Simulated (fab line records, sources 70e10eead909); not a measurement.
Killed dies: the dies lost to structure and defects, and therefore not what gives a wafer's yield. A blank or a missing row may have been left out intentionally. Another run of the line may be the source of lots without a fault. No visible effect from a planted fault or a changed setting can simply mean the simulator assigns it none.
fab line records    flow nand-harc
record lots=24  wafers=72  last-day=33
route steps=1302 shown P_CONTACT@217 P_M0@277 P_M1@310 P_M2@331
lots with no fault: from the same line, run without faults
start-h: the number of hours between the record's first day and the start of the first shown wafer of the lot    wait-h: time in hours since the lot's previous step    " repeats the value in the row above    L1.1+2: one row covering several wafers at once    - no value present, or no start provided    * or withheld: withheld    < > ~ a bound
route shown NAME@n: NAME is a module with steps in the file, n the number in the route of the first one    usual: mean/standard deviation taken from wafers without a fault    same: alike in all rows    chamber/n: place in a boat    sites: readings site by site    _std_site: standard deviation of those values    _edge_site: outer sites' mean less inner sites'    radius-mm: for every site, how far away it sits from the centre of the wafer    mask NAME#n: copy n    behind: the tool/chamber that last shaped the wafer    hold: what put the lot on hold/how long, in hours/how the hold closed    device: the n, p or np transistor that did not switch    end of line: tests of these same wafers at the route's end    a step with no rows: only its recipe    killed: count of dies lost to structure and defects at first sort (not the wafer's yield)    map: the dies of a wafer, with x for killed, . for not killed, _ for no die there
set.NAME: the setting that was run; set.NAME@STEP: the one run at that earlier step    model.NAME: the simulator's own value behind a step, which no gauge read
one table for each step of the route and one row for each wafer, over a sample of lots
services: a tool's chamber out of use, with start hour (start-h, from the record's first day; less than 0 if before it), hours out, and reason
## steps
# step NHARC_P_CONTACT_DEP_30
# recipe target-thk-a=300  temp-c=400  target-thk-nm=30  flow-sccm=200  rf-w=450  material=SiNx
# usual heater-power-outer-w=420/56  heater-power-w=669/66
lot.wafer  tool      chamber  start-h  wait-h  heater-power-outer-w  heater-power-w
L074.1     pecvd-01  0        119.93   0.1     419                   612
L074.2     "         1        "        "       396                   651
L074.6     "         0        "        "       397                   616
L075.3     pecvd-03  2        124.41   0.1     434                   669
L075.1     "         1        "        "       438                   719
L075.6     "         0        "        "       445                   647
L076.3     pecvd-04  0        133.68   0.1     499                   833
L076.2     "         1        "        "       400                   671
L076.4     "         2        "        "       358                   636
L077.1     pecvd-03  2        144.46   0.1     321                   566
L077.5     "         0        "        "       548                   788
L077.6     "         1        "        "       450                   735
L078.6     pecvd-03  2        162.83   0.2     412                   671
L078.5     "         0        "        "       498                   707
L078.4     "         1        "        "       435                   710
L079.2     pecvd-01  2        165.76   0.1     416                   647
L079.5     "         1        "        "       489                   761
L079.6     "         2        "        "       430                   658
L080.1     pecvd-03  2        177.93   0.1     419                   681
L080.4     "         2        "        "       415                   668
L080.6     "         1        "        "       423                   684
L081.1     pecvd-01  1        184.54   0.1     424                   696
L081.3     "         0        "        "       423                   644
L081.6     "         1        "        "       444                   700
L082.2     pecvd-04  1        200.19   0.1     332                   584
L082.1     "         0        "        "       491                   770
L082.4     "         0        "        "       482                   772
L083.1     pecvd-01  2        200.59   0.1     361                   561
L083.5     "         0        "        "       402                   628
L083.6     "         1        "        "       425                   664
L084.3     pecvd-03  1        220.94   0.1     390                   624
L084.2     "         2        "        "       376                   627
L084.5     "         0        "        "       545                   765
L085.2     pecvd-03  0        232.91   0.1     529                   763
L085.4     "         2        "        "       469                   716
L085.5     "         0        "        "       545                   775
L086.1     pecvd-03  0        235.13   0.2     512                   716
L086.2     "         1        "        "       368                   605
L086.3     "         2        "        "       437                   685
L087.4     pecvd-03  0        245.30   0.2     440                   644
L087.5     "         1        "        "       392                   631
L087.6     "         2        "        "       366                   603
L089.3     pecvd-01  1        260.63   0.1     464                   748
L089.6     "         0        "        "       386                   605
L089.5     "         1        "        "       468                   742
L088.1     pecvd-04  1        261.38   0.1     341                   590
L088.4     "         2        "        "       328                   575
L088.3     "         1        "        "       338                   580
L090.1     pecvd-01  1        284.44   0.1     464                   747
L090.3     "         2        "        "       420                   637
L090.5     "         2        "        "       427                   646
L091.2     pecvd-04  2        286.29   0.1     385                   642
L091.1     "         1        "        "       428                   719
L091.5     "         1        "        "       425                   708
L092.1     pecvd-04  1        304.28   0.1     368                   643
L092.2     "         2        "        "       301                   529
L092.4     "         1        "        "       364                   641
L093.1     pecvd-03  2        312.49   0.1     430                   678
L093.5     "         0        "        "       500                   734
L093.6     "         1        "        "       452                   735
L095.2     pecvd-04  0        323.11   0.1     484                   790
L095.1     "         1        "        "       365                   635
L095.5     "         1        "        "       372                   642
L094.1     pecvd-03  2        323.88   0.1     445                   717
L094.6     "         2        "        "       466                   740
L094.4     "         0        "        "       476                   707
L096.1     pecvd-01  2        333.72   0.1     407                   636
L096.3     "         0        "        "       491                   735
L096.6     "         0        "        "       487                   744
L097.1     pecvd-04  1        347.93   0.1     384                   653
L097.2     "         2        "        "       314                   568
L097.4     "         2        "        "       325                   573
# step NHARC_P_CONTACT_OVL_MEAS_13
# usual overlay-x-nm=0.1/0.62  overlay-y-nm=-0.2/0.9
lot.wafer  tool        chamber  start-h  wait-h  overlay-x-nm  overlay-y-nm
L074.1     overlay-01  -        121.57   -       0.8           -0.9
L074.2     "           -        "        "       0.6           -0.5
L074.6     "           -        "        "       0.2           -1.1
L075.1     overlay-01  -        126.04   -       -0.3          0.6
L075.3     "           -        "        "       0.3           0.5
L075.6     "           -        "        "       -0.5          0.3
L076.2     overlay-02  -        135.31   -       0.3           -0.3
L076.3     "           -        "        "       0.4           0.6
L076.4     "           -        "        "       0.6           0.1
L077.1     overlay-01  -        146.01   -       -0.3          -0.8
L077.5     "           -        "        "       0.5           -0.8
L077.6     "           -        "        "       -0.1          -0.4
L078.4     overlay-02  -        164.22   -       0.8           1.1
L078.5     "           -        "        "       1.0           0.6
L078.6     "           -        "        "       1.5           0.6
L079.2     overlay-02  -        167.19   -       0.5           -0.2
L079.5     "           -        "        "       0.4           0.3
L079.6     "           -        "        "       0.8           -0.1
L080.1     overlay-02  -        179.46   -       -1.3          0.3
L080.4     "           -        "        "       -1.2          0.7
L080.6     "           -        "        "       -1.4          0.4
L081.1     overlay-02  -        186.05   -       -0.4          0.7
L081.3     "           -        "        "       -0.4          1.4
L081.6     "           -        "        "       -0.5          0.7
L082.1     overlay-01  -        201.82   -       -0.4          0.0
L082.2     "           -        "        "       0.0           -0.3
L082.4     "           -        "        "       -0.5          0.1
L083.1     overlay-02  -        202.21   -       0.5           -0.5
L083.5     "           -        "        "       0.5           -0.7
L083.6     "           -        "        "       1.0           -0.8
L084.2     overlay-02  -        222.40   -       -0.8          -1.0
L084.3     "           -        "        "       -1.3          -0.3
L084.5     "           -        "        "       -1.0          -0.1
L085.2     overlay-01  -        234.50   -       0.7           -0.6
L085.4     "           -        "        "       0.8           -0.8
L085.5     "           -        "        "       0.7           -0.5
L086.1     overlay-02  -        236.63   -       0.9           -0.6
L086.2     "           -        "        "       0.9           -0.5
L086.3     "           -        "        "       1.4           -0.5
L087.4     overlay-02  -        246.82   -       0.1           -1.7
L087.5     "           -        "        "       0.1           -1.9
L087.6     "           -        "        "       0.5           -2.1
L089.3     overlay-02  -        262.06   -       0.6           1.4
L089.5     "           -        "        "       -0.2          1.1
L089.6     "           -        "        "       0.5           1.7
L088.1     overlay-02  -        263.19   -       -0.6          -1.3
L088.3     "           -        "        "       -0.5          -1.3
L088.4     "           -        "        "       -0.4          -0.4
L090.1     overlay-02  -        286.06   -       0.0           0.8
L090.3     "           -        "        "       0.1           0.8
L090.5     "           -        "        "       0.1           0.5
L091.1     overlay-01  -        288.16   -       0.0           -1.1
L091.2     "           -        "        "       0.0           -1.7
L091.5     "           -        "        "       0.0           -1.1
L092.1     overlay-02  -        305.75   -       0.4           -1.6
L092.2     "           -        "        "       0.1           -1.2
L092.4     "           -        "        "       -0.2          -1.3
L093.1     overlay-01  -        314.12   -       -0.3          0.9
L093.5     "           -        "        "       0.1           1.0
L093.6     "           -        "        "       -0.1          0.7
L095.1     overlay-02  -        324.61   -       -0.2          0.1
L095.2     "           -        "        "       0.1           0.0
L095.5     "           -        "        "       0.2           0.6
L094.1     overlay-02  -        325.51   -       -1.1          -0.9
L094.4     "           -        "        "       -0.3          -1.7
L094.6     "           -        "        "       -0.5          -1.2
L096.1     overlay-02  -        335.31   -       -0.4          0.0
L096.3     "           -        "        "       0.0           0.0
L096.6     "           -        "        "       0.0           0.1
L097.1     overlay-02  -        349.40   -       0.9           0.8
L097.2     "           -        "        "       0.5           1.1
L097.4     "           -        "        "       0.4           1.3
# step NHARC_P_CONTACT_STRIP_28
# recipe o2-flow-sccm=500  ar-flow-sccm=0  bias-w=0  chemistry=O2
# usual drypump-motor-current-A=5.6/0.4  oes-product-au=0.999/0.0072  rf-vpp-V=57.6/0.93  showerhead-plenum-p-Torr=3.45/0.14  throttle-valve-pct=17.036/0.009
# same bias-w=0
lot.wafer  tool         chamber  start-h  wait-h  drypump-motor-current-A  oes-product-au  rf-hours-counter-h  rf-vpp-V  showerhead-plenum-p-Torr  throttle-valve-pct
L074.2     rie-diel-06  2        122.62   0.1     6.0                      1.002           5.2                 58.6      3.77                      17.047
L074.1     "            1        "        "       5.7                      0.996           5.0                 56.4      3.50                      17.034
L074.6     "            3        "        "       5.2                      1.002           -                   57.0      3.34                      17.035
L075.1     rie-diel-11  1        127.09   0.1     5.3                      1.007           2.3                 58.4      3.40                      17.046
L075.3     "            3        "        "       4.9                      0.992           2.7                 58.5      3.56                      17.040
L075.6     "            1        "        "       5.3                      0.999           -                   58.2      3.40                      17.028
L076.4     rie-diel-08  3        136.35   0.1     5.7                      0.997           2.7                 56.9      3.44                      17.026
L076.3     "            0        "        "       6.2                      1.001           2.7                 57.9      3.54                      17.030
L076.2     "            1        "        "       5.7                      0.988           2.4                 56.1      3.54                      17.046
L077.1     rie-diel-11  0        147.05   0.1     6.6                      0.989           4.3                 56.9      3.61                      17.046
L077.6     "            0        "        "       6.5                      0.992           -                   58.3      3.61                      17.030
L077.5     "            1        "        "       5.3                      1.002           -                   58.0      3.40                      17.043
L078.4     rie-diel-08  3        165.27   0.1     5.8                      1.007           3.1                 57.7      3.44                      17.027
L078.5     "            2        "        "       5.3                      0.991           -                   57.7      3.31                      17.035
L078.6     "            3        "        "       5.7                      1.003           -                   57.9      3.44                      17.040
L079.2     rie-diel-08  2        168.27   0.1     5.3                      0.992           2.8                 56.8      3.31                      17.040
L079.6     "            0        "        "       6.2                      1.002           -                   57.5      3.54                      17.041
L079.5     "            1        "        "       5.8                      0.993           -                   57.9      3.54                      17.033
L080.1     rie-diel-08  1        180.50   0.1     5.8                      1.002           3.1                 56.9      3.54                      17.015
L080.6     "            1        "        "       5.8                      0.985           -                   57.3      3.54                      17.040
L080.4     "            2        "        "       5.3                      0.986           -                   57.1      3.31                      17.037
L081.3     rie-diel-06  0        187.09   0.1     5.6                      1.002           1.9                 56.8      3.32                      17.043
L081.1     "            2        "        "       6.0                      0.993           1.4                 59.1      3.77                      17.041
L081.6     "            0        "        "       5.6                      0.998           -                   57.3      3.32                      17.039
L082.2     rie-diel-06  2        202.86   0.1     6.0                      0.986           1.7                 59.0      3.77                      17.030
L082.4     "            0        "        "       5.6                      0.989           2.5                 56.2      3.32                      17.035
L082.1     "            1        "        "       5.7                      0.994           2.1                 58.4      3.50                      17.024
L083.1     rie-diel-06  0        203.27   0.1     5.6                      0.982           2.5                 58.5      3.32                      17.030
L083.5     "            3        "        "       5.2                      1.002           -                   58.5      3.34                      17.016
L083.6     "            0        "        "       5.6                      0.986           -                   57.9      3.32                      17.039
L084.2     rie-diel-06  3        223.44   0.1     5.2                      1.001           2.7                 58.3      3.34                      17.025
L084.3     "            0        "        "       5.6                      0.991           3.0                 57.5      3.32                      17.033
L084.5     "            0        "        "       5.6                      1.000           -                   55.2      3.32                      17.028
L085.2     rie-diel-08  0        235.67   0.1     6.2                      0.984           0.9                 58.0      3.54                      17.024
L085.4     "            3        "        "       5.7                      1.008           0.9                 57.8      3.44                      17.035
L085.5     "            1        "        "       5.7                      1.008           -                   56.8      3.54                      17.022
L086.3     rie-diel-11  2        237.69   0.1     5.4                      1.003           9.0                 57.0      3.31                      17.026
L086.1     "            3        "        "       4.9                      1.004           8.2                 57.3      3.56                      17.031
L086.2     "            0        "        "       6.6                      1.001           9.4                 57.1      3.61                      17.029
L087.4     rie-diel-11  2        247.89   0.1     5.4                      0.990           9.8                 57.1      3.31                      17.042
L087.5     "            0        "        "       6.5                      1.003           -                   58.6      3.61                      17.038
L087.6     "            1        "        "       5.3                      1.002           -                   56.4      3.40                      17.032
L089.3     rie-diel-06  1        263.13   0.1     5.7                      1.002           3.3                 58.4      3.50                      17.051
L089.5     "            3        "        "       5.2                      1.011           -                   57.0      3.34                      17.041
L089.6     "            0        "        "       5.6                      1.008           -                   58.1      3.31                      17.046
L088.1     rie-diel-08  3        264.24   0.1     5.7                      1.010           2.8                 58.2      3.44                      17.017
L088.4     "            1        "        "       5.7                      0.990           2.5                 58.5      3.54                      17.051
L088.3     "            2        "        "       5.3                      0.998           2.7                 55.7      3.31                      17.031
L090.3     rie-diel-06  3        287.11   0.1     5.2                      1.010           3.9                 59.4      3.34                      17.042
L090.1     "            2        "        "       6.0                      0.997           3.4                 58.5      3.77                      17.039
L090.5     "            0        "        "       5.6                      1.003           -                   55.7      3.31                      17.042
L091.1     rie-diel-08  2        289.58   0.1     5.3                      0.995           3.4                 57.2      3.31                      17.044
L091.2     "            1        "        "       5.7                      1.009           3.3                 59.2      3.54                      17.045
L091.5     "            2        "        "       5.3                      0.994           -                   56.8      3.31                      17.035
L092.1     rie-diel-06  3        306.79   0.1     5.2                      1.010           4.6                 57.1      3.34                      17.043
L092.2     "            0        "        "       5.6                      0.991           4.7                 57.5      3.31                      17.051
L092.4     "            2        "        "       6.0                      0.999           4.0                 60.0      3.77                      17.035
L093.1     rie-diel-11  3        315.19   0.1     4.9                      0.994           3.0                 59.2      3.56                      17.029
L093.5     "            1        "        "       5.3                      1.001           -                   56.8      3.40                      17.035
L093.6     "            2        "        "       5.4                      0.999           -                   56.8      3.31                      17.039
L095.2     rie-diel-06  0        325.67   0.1     5.6                      0.996           0.0                 56.2      3.31                      17.037
L095.1     "            2        "        "       6.0                      0.993           0.0                 57.0      3.77                      17.029
L095.5     "            3        "        "       5.2                      1.015           -                   57.3      3.34                      17.039
L094.4     rie-diel-06  0        326.55   0.1     5.6                      0.989           0.1                 58.9      3.31                      17.043
L094.1     "            1        "        "       5.7                      0.999           0.1                 58.6      3.50                      17.033
L094.6     "            1        "        "       5.7                      1.002           -                   58.0      3.50                      17.041
L096.1     rie-diel-08  0        336.37   0.1     6.1                      0.991           4.6                 58.9      3.54                      17.034
L096.3     "            1        "        "       5.8                      1.006           4.1                 57.5      3.54                      17.034
L096.6     "            3        "        "       5.7                      1.011           -                   59.4      3.43                      17.047
L097.1     rie-diel-11  1        350.45   0.1     5.3                      1.001           6.5                 57.9      3.40                      17.050
L097.2     "            2        "        "       5.4                      0.996           6.3                 56.8      3.31                      17.041
L097.4     "            3        "        "       4.9                      1.008           5.8                 59.0      3.55                      17.044
# step NHARC_P_M0_ANNEAL_30
# recipe temp-c=225  time-s=90
# usual wafer_temp_C_max=226.5/0.53
lot.wafer  tool           chamber  start-h  wait-h  wafer_temp_C_max
L074.1     rtp-anneal-01  0        127.40   -       227.4
L074.2     "              0        "        "       227.6
L074.6     "              0        "        "       226.8
L075.1     rtp-anneal-01  0        132.03   0.3     227.3
L075.3     "              0        "        "       227.1
L075.6     "              0        "        "       227.0
L076.2     rtp-anneal-01  0        141.29   -       226.9
L076.3     "              0        "        "       226.4
L076.4     "              0        "        "       226.6
L077.1     rtp-anneal-01  0        151.95   -       226.6
L077.5     "              0        "        "       227.1
L077.6     "              0        "        "       227.1
L078.4     rtp-anneal-01  0        170.17   -       226.5
L078.5     "              0        "        "       227.0
L078.6     "              0        "        "       226.5
L079.2     rtp-anneal-02  0        173.18   -       226.2
L079.5     "              0        "        "       226.2
L079.6     "              0        "        "       226.5
L080.1     rtp-anneal-01  0        185.31   -       226.6
L080.4     "              0        "        "       227.3
L080.6     "              0        "        "       226.4
L081.1     rtp-anneal-02  0        192.60   0.3     226.0
L081.3     "              0        "        "       225.7
L081.6     "              0        "        "       225.8
L082.1     rtp-anneal-01  0        208.24   0.3     226.7
L082.2     "              0        "        "       227.3
L082.4     "              0        "        "       226.6
L083.1     rtp-anneal-02  0        208.56   0.3     225.8
L083.5     "              0        "        "       225.9
L083.6     "              0        "        "       226.2
L084.2     rtp-anneal-01  0        228.34   0.4     227.0
L084.3     "              0        "        "       226.7
L084.5     "              0        "        "       227.1
L085.2     rtp-anneal-02  0        240.78   -       226.4
L085.4     "              0        "        "       226.4
L085.5     "              0        "        "       225.7
L086.1     rtp-anneal-02  0        243.12   -       225.7
L086.2     "              0        "        "       226.0
L086.3     "              0        "        "       226.2
L087.4     rtp-anneal-02  0        253.46   0.3     226.1
L087.5     "              0        "        "       226.2
L087.6     "              0        "        "       226.2
L089.3     rtp-anneal-02  0        268.25   0.4     226.0
L089.5     "              0        "        "       225.9
L089.6     "              0        "        "       225.7
L088.1     rtp-anneal-01  0        269.18   0.3     226.7
L088.3     "              0        "        "       227.0
L088.4     "              0        "        "       226.5
L090.1     rtp-anneal-01  0        292.36   -       227.3
L090.3     "              0        "        "       226.9
L090.5     "              0        "        "       226.5
L091.1     rtp-anneal-01  0        294.50   0.3     226.8
L091.2     "              0        "        "       226.4
L091.5     "              0        "        "       227.0
L092.1     rtp-anneal-02  0        311.65   0.3     225.6
L092.2     "              0        "        "       226.0
L092.4     "              0        "        "       226.0
L093.1     rtp-anneal-01  0        320.43   0.3     226.4
L093.5     "              0        "        "       226.7
L093.6     "              0        "        "       227.0
L095.1     rtp-anneal-01  0        330.59   0.3     226.6
L095.2     "              0        "        "       226.8
L095.5     "              0        "        "       226.3
L094.1     rtp-anneal-02  0        331.79   -       226.2
L094.4     "              0        "        "       226.0
L094.6     "              0        "        "       226.1
L096.1     rtp-anneal-02  0        341.23   0.3     226.5
L096.3     "              0        "        "       226.5
L096.6     "              0        "        "       226.1
L097.1     rtp-anneal-01  0        355.29   0.3     226.8
L097.2     "              0        "        "       227.2
L097.4     "              0        "        "       226.7
# step NHARC_P_M1_ANNEAL_31
# recipe temp-c=225  time-s=90
# usual wafer_temp_C_max=226.4/0.48
lot.wafer  tool           chamber  start-h  wait-h  wafer_temp_C_max
L074.1     rtp-anneal-02  0        131.43   -       226.0
L074.2     "              0        "        "       225.7
L074.6     "              0        "        "       226.0
L075.1     rtp-anneal-02  0        136.36   0.3     226.1
L075.3     "              0        "        "       226.1
L075.6     "              0        "        "       226.1
L076.2     rtp-anneal-02  0        145.42   0.3     226.2
L076.3     "              0        "        "       225.6
L076.4     "              0        "        "       225.6
L077.1     rtp-anneal-01  0        155.98   0.3     226.7
L077.5     "              0        "        "       226.9
L077.6     "              0        "        "       226.7
L078.4     rtp-anneal-01  0        174.33   0.3     226.8
L078.5     "              0        "        "       227.3
L078.6     "              0        "        "       227.2
L079.2     rtp-anneal-01  0        177.40   0.4     227.0
L079.5     "              0        "        "       226.5
L079.6     "              0        "        "       226.5
L080.1     rtp-anneal-01  0        189.33   -       226.9
L080.4     "              0        "        "       226.6
L080.6     "              0        "        "       226.6
L081.1     rtp-anneal-01  0        196.98   -       227.5
L081.3     "              0        "        "       226.5
L081.6     "              0        "        "       227.2
L082.1     rtp-anneal-01  0        212.56   -       226.4
L082.2     "              0        "        "       226.4
L082.4     "              0        "        "       226.9
L083.1     rtp-anneal-02  0        212.72   -       225.7
L083.5     "              0        "        "       225.8
L083.6     "              0        "        "       225.9
L084.2     rtp-anneal-01  0        232.88   -       227.0
L084.3     "              0        "        "       226.4
L084.5     "              0        "        "       226.6
L085.2     rtp-anneal-01  0        244.81   0.3     226.8
L085.4     "              0        "        "       226.5
L085.5     "              0        "        "       226.9
L086.1     rtp-anneal-01  0        247.37   0.3     226.5
L086.2     "              0        "        "       227.1
L086.3     "              0        "        "       226.6
L087.4     rtp-anneal-02  0        257.61   0.3     225.8
L087.5     "              0        "        "       226.2
L087.6     "              0        "        "       226.1
L089.3     rtp-anneal-02  0        272.39   0.3     226.1
L089.5     "              0        "        "       225.8
L089.6     "              0        "        "       226.1
L088.1     rtp-anneal-02  0        273.53   0.3     225.8
L088.3     "              0        "        "       226.2
L088.4     "              0        "        "       226.2
L090.1     rtp-anneal-02  0        296.39   0.3     226.8
L090.3     "              0        "        "       226.2
L090.5     "              0        "        "       226.4
L091.1     rtp-anneal-02  0        298.92   -       226.0
L091.2     "              0        "        "       226.0
L091.5     "              0        "        "       226.0
L092.1     rtp-anneal-02  0        315.80   -       225.9
L092.2     "              0        "        "       225.9
L092.4     "              0        "        "       226.0
L093.1     rtp-anneal-02  0        324.41   0.3     225.7
L093.5     "              0        "        "       225.9
L093.6     "              0        "        "       226.5
L095.1     rtp-anneal-02  0        334.74   0.3     226.2
L095.2     "              0        "        "       226.1
L095.5     "              0        "        "       225.6
L094.1     rtp-anneal-01  0        335.98   0.3     227.3
L094.4     "              0        "        "       226.8
L094.6     "              0        "        "       226.9
L096.1     rtp-anneal-01  0        345.39   -       226.7
L096.3     "              0        "        "       226.6
L096.6     "              0        "        "       226.6
L097.1     rtp-anneal-01  0        359.64   -       226.3
L097.2     "              0        "        "       226.9
L097.4     "              0        "        "       226.4
# step NHARC_P_M2_DESCUM_14
# recipe time-s=3  o2-flow-sccm=200  ar-flow-sccm=0  bias-power-w=0  chemistry=O2
# usual drypump-motor-current-A=5.7/0.39  oes-product-au=1.000/0.0088  rf-vpp-V=57.6/0.86  showerhead-plenum-p-Torr=1.88/0.088  throttle-valve-pct=11.310/0.0094
lot.wafer  tool         chamber  start-h  wait-h  drypump-motor-current-A  oes-product-au  rf-hours-counter-h  rf-vpp-V  showerhead-plenum-p-Torr  throttle-valve-pct
L074.1     rie-diel-09  3        133.84   0.1     6.3                      0.992           9.4                 55.7      1.82                      11.307
L074.2     "            0        "        "       5.6                      0.996           9.4                 56.6      1.79                      11.311
L074.6     "            1        "        "       5.8                      0.993           -                   57.1      1.84                      11.310
L075.1     rie-diel-09  0        138.76   0.1     5.6                      1.016           9.4                 56.7      1.79                      11.316
L075.3     "            3        "        "       6.3                      0.996           9.4                 57.0      1.82                      11.307
L075.6     "            1        "        "       5.8                      0.996           -                   58.1      1.84                      11.298
L076.4     rie-diel-02  1        147.84   0.1     5.4                      1.018           4.2                 58.7      2.00                      11.313
L076.2     "            3        "        "       5.3                      1.005           3.9                 57.7      1.91                      11.294
L076.3     "            0        "        "       6.1                      0.992           4.8                 57.5      1.83                      11.302
L077.1     rie-diel-09  1        158.26   0.1     5.9                      0.999           0.0                 57.6      1.84                      11.313
L077.6     "            0        "        "       5.6                      1.006           -                   56.6      1.79                      11.313
L077.5     "            1        "        "       5.8                      0.997           -                   56.9      1.84                      11.317
L078.4     rie-diel-07  0        176.46   0.1     5.6                      0.993           3.5                 57.1      1.97                      11.303
L078.5     "            2        "        "       5.1                      0.978           -                   57.5      2.00                      11.313
L078.6     "            3        "        "       5.1                      1.007           -                   57.7      1.99                      11.308
L079.2     rie-diel-02  3        179.81   0.1     5.3                      1.008           4.6                 58.9      1.91                      11.302
L079.5     "            3        "        "       5.3                      1.014           -                   57.7      1.91                      11.301
L079.6     "            0        "        "       6.1                      1.004           -                   58.3      1.83                      11.302
L080.1     rie-diel-07  1        191.59   0.1     5.4                      1.005           4.4                 58.3      1.82                      11.302
L080.4     "            3        "        "       5.1                      1.003           4.1                 58.4      1.99                      11.322
L080.6     "            0        "        "       5.6                      0.999           -                   58.9      1.97                      11.306
L081.1     rie-diel-09  3        199.38   0.1     6.3                      0.997           2.5                 57.6      1.82                      11.330
L081.3     "            0        "        "       5.6                      0.996           2.6                 57.3      1.79                      11.311
L081.6     "            3        "        "       6.3                      1.000           -                   56.9      1.82                      11.326
L082.4     rie-diel-02  0        214.85   0.1     6.1                      1.004           8.3                 57.8      1.83                      11.306
L082.2     "            2        "        "       5.6                      1.003           6.9                 56.6      2.06                      11.328
L082.1     "            3        "        "       5.3                      1.010           7.1                 59.2      1.91                      11.325
L083.1     rie-diel-07  3        215.14   0.1     5.1                      0.988           6.1                 58.6      1.99                      11.305
L083.6     "            0        "        "       5.6                      0.990           -                   57.4      1.97                      11.309
L083.5     "            1        "        "       5.4                      0.988           -                   58.2      1.82                      11.310
L084.3     rie-diel-09  3        235.50   0.1     6.3                      0.999           4.5                 57.4      1.82                      11.321
L084.2     "            0        "        "       5.6                      1.004           4.5                 56.7      1.79                      11.313
L084.5     "            0        "        "       5.6                      1.005           -                   56.1      1.79                      11.306
L085.4     rie-diel-09  2        247.15   0.1     5.9                      1.014           3.7                 57.3      1.80                      11.307
L085.2     "            0        "        "       5.7                      0.991           4.7                 56.7      1.79                      11.317
L085.5     "            2        "        "       5.9                      1.022           -                   57.3      1.80                      11.314
L086.1     rie-diel-07  0        249.60   0.1     5.6                      0.988           8.0                 59.8      1.97                      11.315
L086.2     "            1        "        "       5.4                      0.981           7.2                 57.1      1.82                      11.313
L086.3     "            3        "        "       5.1                      0.991           7.3                 59.1      1.99                      11.318
L087.4     rie-diel-09  3        259.82   0.1     6.3                      0.993           5.6                 58.3      1.82                      11.300
L087.6     "            3        "        "       6.3                      0.989           -                   57.7      1.82                      11.318
L087.5     "            0        "        "       5.6                      0.996           -                   58.8      1.79                      11.309
L089.3     rie-diel-07  2        274.65   0.1     5.1                      0.997           8.0                 58.5      1.99                      11.310
L089.6     "            2        "        "       5.1                      1.004           -                   58.8      1.99                      11.315
L089.5     "            3        "        "       5.2                      1.007           -                   58.4      1.98                      11.308
L088.4     rie-diel-09  2        275.91   0.1     5.9                      1.004           5.1                 58.1      1.80                      11.326
L088.1     "            0        "        "       5.6                      0.999           6.9                 57.7      1.79                      11.323
L088.3     "            1        "        "       5.8                      0.995           5.9                 56.5      1.84                      11.312
L090.1     rie-diel-09  2        299.10   0.2     5.9                      1.029           5.9                 57.9      1.80                      11.313
L090.3     "            3        "        "       6.3                      0.998           7.8                 57.4      1.82                      11.327
L090.5     "            1        "        "       5.9                      1.004           -                   56.7      1.83                      11.320
L091.2     rie-diel-02  0        301.30   0.1     6.1                      0.994           3.3                 59.5      1.83                      11.294
L091.1     "            3        "        "       5.2                      1.000           3.8                 57.7      1.91                      11.332
L091.5     "            0        "        "       6.1                      0.989           -                   58.6      1.83                      11.311
L092.1     rie-diel-07  2        318.33   0.1     5.1                      0.998           0.3                 57.4      1.99                      11.305
L092.2     "            3        "        "       5.1                      1.013           0.5                 57.3      1.98                      11.294
L092.4     "            0        "        "       5.6                      1.004           0.5                 57.6      1.97                      11.307
L093.1     rie-diel-02  3        326.82   0.1     5.3                      1.003           4.8                 57.5      1.91                      11.299
L093.5     "            1        "        "       5.4                      1.000           -                   59.0      2.00                      11.317
L093.6     "            2        "        "       5.6                      0.995           -                   59.3      2.06                      11.315
L095.1     rie-diel-09  0        337.13   0.1     5.7                      0.999           1.0                 58.6      1.79                      11.320
L095.2     "            1        "        "       5.8                      0.995           0.5                 57.5      1.83                      11.302
L095.5     "            1        "        "       5.8                      1.014           -                   56.6      1.83                      11.303
L094.4     rie-diel-09  2        338.38   0.1     5.9                      0.999           0.6                 57.5      1.80                      11.324
L094.1     "            1        "        "       5.8                      0.997           0.6                 57.3      1.83                      11.306
L094.6     "            3        "        "       6.4                      0.999           -                   57.3      1.82                      11.336
L096.3     rie-diel-07  2        347.95   0.1     5.1                      0.985           2.2                 58.4      1.99                      11.295
L096.1     "            0        "        "       5.6                      1.002           2.2                 57.3      1.97                      11.319
L096.6     "            3        "        "       5.1                      0.995           -                   57.3      1.98                      11.311
L097.1     rie-diel-09  3        362.05   0.1     6.4                      1.017           1.7                 57.5      1.82                      11.321
L097.2     "            1        "        "       5.8                      0.992           1.6                 57.8      1.83                      11.301
L097.4     "            1        "        "       5.8                      1.004           -                   58.7      1.83                      11.301
## services
tool         chamber  start-h  hours  kind
pecvd-01     0        105.49   5.1    repair
rie-diel-07  -        114.53   0.2    repair
rie-diel-07  -        117.20   9.0    pm
pecvd-01     -        123.48   12.3   repair
rie-diel-06  -        130.20   9.0    pm
pecvd-01     -        135.85   13.0   pm
rie-diel-07  -        137.05   0.2    repair
rie-diel-09  -        143.10   9.0    pm
rie-diel-08  3        177.47   4.3    repair
pecvd-04     -        177.88   2.7    repair
pecvd-03     -        185.00   13.0   pm
rie-diel-08  -        190.80   9.0    pm
pecvd-01     0        206.99   4.3    repair
rie-diel-08  2        212.49   3.2    repair
rie-diel-07  1        216.31   2.7    repair
pecvd-04     0        223.41   10.9   repair
pecvd-04     -        235.14   0.9    repair
rie-diel-09  2        278.50   6.1    repair
pecvd-03     0        295.15   8.5    repair
rie-diel-09  0        298.05   10.4   repair
rie-diel-06  -        307.20   9.0    pm
rie-diel-09  -        320.10   9.0    pm
pecvd-03     1        342.83   18.6   repair
rie-diel-09  2        358.54   8.7    repair
## key
fault none
